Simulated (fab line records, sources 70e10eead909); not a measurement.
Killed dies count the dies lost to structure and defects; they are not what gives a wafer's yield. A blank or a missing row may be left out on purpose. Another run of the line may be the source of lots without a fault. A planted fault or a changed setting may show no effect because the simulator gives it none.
Chamber matching ; flow nand harc ; NHARC_P_M1_ETCH_15 on rie diel-10: 3 sister chambers
The step etches the open film in C4F8/Ar, target depth 182.5 nm, time 91.2 s. 3 wafers are shown with their chamber, then 4 later ones without.

== EACH WAFER AND ITS CHAMBER ==
wafer;chamber;rf vpp V (V)
L560.2;0;443.1
L565.4;2;441.5
L569.3;1;443.7

== WAFERS MISSING THEIR CHAMBER ==
wafer;rf vpp V (V)
L569.4;442.6
L568.5;442.3
L570.1;441.5
L570.5;441.4

== EACH ONE'S CHAMBER ==
wafer;from the rows above;in truth
L569.4;can't be placed: 0 or 1 or 2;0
L568.5;can't be placed: 0 or 2 or 1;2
L570.1;2;2
L570.5;2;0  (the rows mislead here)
Placed correctly: 1 of 4. Can't be placed from these rows: 2 (the true chamber is among the candidates in 2). 1 placed wrongly.
How it was worked out, from the rows above alone: a wafer's distance from a chamber is the root of the sum, over the readings, of the square of ((its reading less the chamber's mean) divided by the reading's scatter). If the next closest chamber is less than 2 further off than the closest, the wafer can't be placed; otherwise it belongs to the closest. For every chamber, the mean is computed from those of its wafers that are shown. The scatter: with one shown wafer a chamber, the root of the mean of the squares of how far each hidden wafer lies from its nearest shown one.
